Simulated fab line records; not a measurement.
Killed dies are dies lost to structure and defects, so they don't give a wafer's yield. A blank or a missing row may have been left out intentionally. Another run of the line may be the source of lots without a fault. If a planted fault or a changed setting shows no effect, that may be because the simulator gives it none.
The tool behind it: which one? | flow nand-harc | 12 lots, 36 wafers sampled, at 5 steps of a route of 1159

WHAT THE GAUGES SHOWED, per wafer
NHARC_A_BONDPAD_CD_MEAS_09: the cd target is 500 nm.
lot  | measured     | on        | cd-nm (nm)
L842 | day 18 03:12 | cd-sem-02 | 494.2 496.8 501.5
L844 | day 18 10:26 | cd-sem-02 | 504.2 499.6
L855 | day 20 17:10 | cd-sem-01 | 504.1 500.2 503.7
L856 | day 21 05:04 | cd-sem-01 | 498.0 500.9 497.9
L857 | day 22 00:31 | cd-sem-01 | 503.7 502.5 498.6
L862 | day 22 14:57 | cd-sem-03 | 497.3 499.7 503.7
L859 | day 22 15:10 | cd-sem-03 | 500.9 497.3 494.3
L860 | day 22 23:25 | cd-sem-03 | 498.4 503.4 500.6
L861 | day 23 05:44 | cd-sem-02 | 502.4 496.7 498.3
L865 | day 23 14:53 | cd-sem-03 | 502.6 500.0 499.6
L863 | day 23 23:52 | cd-sem-03 | 502.4 506.0 502.3
L864 | day 24 06:16 | cd-sem-02 | 499.6 500.5 502.7

NHARC_A_BONDPAD_OVL_MEAS_35.
lot  | measured     | on         | overlay-x-nm (nm) | overlay-y-nm (nm)
L842 | day 18 03:17 | overlay-01 | 0 0 0             | 7 8 7
L844 | day 18 10:31 | overlay-01 | 4 3               | -1 -1
L855 | day 20 17:15 | overlay-02 | 1 1 1             | 4 4 4
L856 | day 21 05:09 | overlay-01 | -8 -8 -8          | -6 -6 -5
L857 | day 22 00:37 | overlay-02 | 1 1 1             | -11 -11 -11
L862 | day 22 15:02 | overlay-02 | 0 1 1             | -9 -9 -8
L859 | day 22 15:16 | overlay-01 | 2 2 3             | 4 5 5
L860 | day 22 23:30 | overlay-01 | -5 -6 -5          | 0 -1 1
L861 | day 23 05:50 | overlay-01 | -1 -2 -1          | -5 -5 -5
L865 | day 23 14:58 | overlay-02 | 2 3 3             | 1 1 1
L863 | day 23 23:57 | overlay-01 | -4 -3 -3          | -2 -2 -2
L864 | day 24 06:22 | overlay-01 | 6 6 7             | -4 -4 -4

NHARC_END_SORT_01.
lot  | measured     | on        | defect-limited-yield (%) | killed-at-array | killed-at-other | killed-at-periphery | killed-dies | killed-open | killed-short | sort_bin_2_pct (%) | sort_bin_3_pct (%) | sort_bin_4_pct (%) | sort-n-pass | sort-rim-yield-pct (%) | sort-yield-pct (%)
L844 | day 20 04:05 | prober-02 | 0 95.7 94.7              | 665 20 24       | 0 2 2           | 12 7 10             | 677 29 36   | 3 2 4       | 3 0 1        | 95.3 1.8 1.9       | 0.44 0 0           | 4.3 2.5 3.4        | 0 648 641   | 0 99 95                | 0 95.7 94.7

WHICH TOOL RAN EACH LOT (tool, then ch and the chambers of the sampled wafers, then the start)
lot  | NHARC_A_M0_PVD_21            | NHARC_THIN_TSV_DEP_43
L842 | pvd-sputter-03, day 17 19:32 | pecvd-02 ch 0,1,2, day 18 23:01
L844 | pvd-sputter-03, day 18 02:56 | pecvd-02 ch 0,2, day 19 02:46
L855 | pvd-sputter-01, day 20 09:47 | pecvd-01 ch 0,2, day 21 09:27
L856 | pvd-sputter-02, day 20 21:25 | pecvd-04 ch 0,1,2, day 21 21:29
L857 | pvd-sputter-01, day 21 17:04 | pecvd-04 ch 1,2, day 22 15:20
L862 | pvd-sputter-03, day 22 06:43 | pecvd-04 ch 0,1,2, day 23 08:22
L859 | pvd-sputter-02, day 22 07:35 | pecvd-04 ch 1,2, day 23 07:09
L860 | pvd-sputter-02, day 22 14:54 | pecvd-02 ch 0,1,2, day 23 16:36
L861 | pvd-sputter-01, day 22 22:27 | pecvd-01 ch 1,2, day 23 20:18
L865 | pvd-sputter-03, day 23 07:30 | pecvd-02 ch 1,2, day 24 06:14
L863 | pvd-sputter-02, day 23 16:20 | pecvd-02 ch 0,2, day 24 14:33
L864 | pvd-sputter-01, day 23 22:59 | pecvd-01 ch 0,1,2, day 24 20:44
- NHARC_A_M0_PVD_21: deposits Cu, target thk 30 nm, time 20.49 s.
- NHARC_THIN_TSV_DEP_43: deposits SiO2, target thk 1328.5 nm.

AS READ BY THE TOOLS THEMSELVES (means over the sampled wafers that have a number; for cases with no such wafer, the mark the record gives instead)
NHARC_A_M0_PVD_21.
lot  | tool           | throttle-valve-pct (%)
L842 | pvd-sputter-03 | 30.3
L844 | pvd-sputter-03 | 30.4
L855 | pvd-sputter-01 | 30.2
L856 | pvd-sputter-02 | 29.3
L857 | pvd-sputter-01 | 30.1
L862 | pvd-sputter-03 | 29.2
L859 | pvd-sputter-02 | 29.9
L860 | pvd-sputter-02 | 30.2
L861 | pvd-sputter-01 | 29.8
L865 | pvd-sputter-03 | 29.7
L863 | pvd-sputter-02 | 29.5
L864 | pvd-sputter-01 | 30.0

NHARC_THIN_TSV_DEP_43.
lot  | tool     | throttle-valve-pct (%)
L842 | pecvd-02 | 16.2
L844 | pecvd-02 | 16.5
L855 | pecvd-01 | 16.3
L856 | pecvd-04 | 15.6
L857 | pecvd-04 | 15.7
L862 | pecvd-04 | 15.8
L859 | pecvd-04 | 15.8
L860 | pecvd-02 | 16.0
L861 | pecvd-01 | 16.8
L865 | pecvd-02 | 15.8
L863 | pecvd-02 | 16.0
L864 | pecvd-01 | 16.7

THE ANSWER, worked out from the rows above alone
Rule: usual is defined by the lots themselves. The widest of any qualifying gaps counts: lots, ordered by their means at a reading, are off when they make up no more than a third of the lots, leave a main group of 4 or more, and stand apart from it by 3 or more times the standard deviation of that group's means. A main group whose means are all the same, to the digits that the tables above print for the reading, isn't used. Also off: a lot with no number at a reading for which 4 or more lots have one. All remaining lots with rows at the step are treated as sound. The gauges are gone through in route order, then the tools' own readings, and for those a lot's mean is taken as printed above. The first step at which some lot is off is used, and at that step the reading that is off furthest; a lot without a number counts as furthest.
None of the lots is off at any reading shown; this tells nothing.

WHAT WAS PUT IN BY THE SIMULATOR
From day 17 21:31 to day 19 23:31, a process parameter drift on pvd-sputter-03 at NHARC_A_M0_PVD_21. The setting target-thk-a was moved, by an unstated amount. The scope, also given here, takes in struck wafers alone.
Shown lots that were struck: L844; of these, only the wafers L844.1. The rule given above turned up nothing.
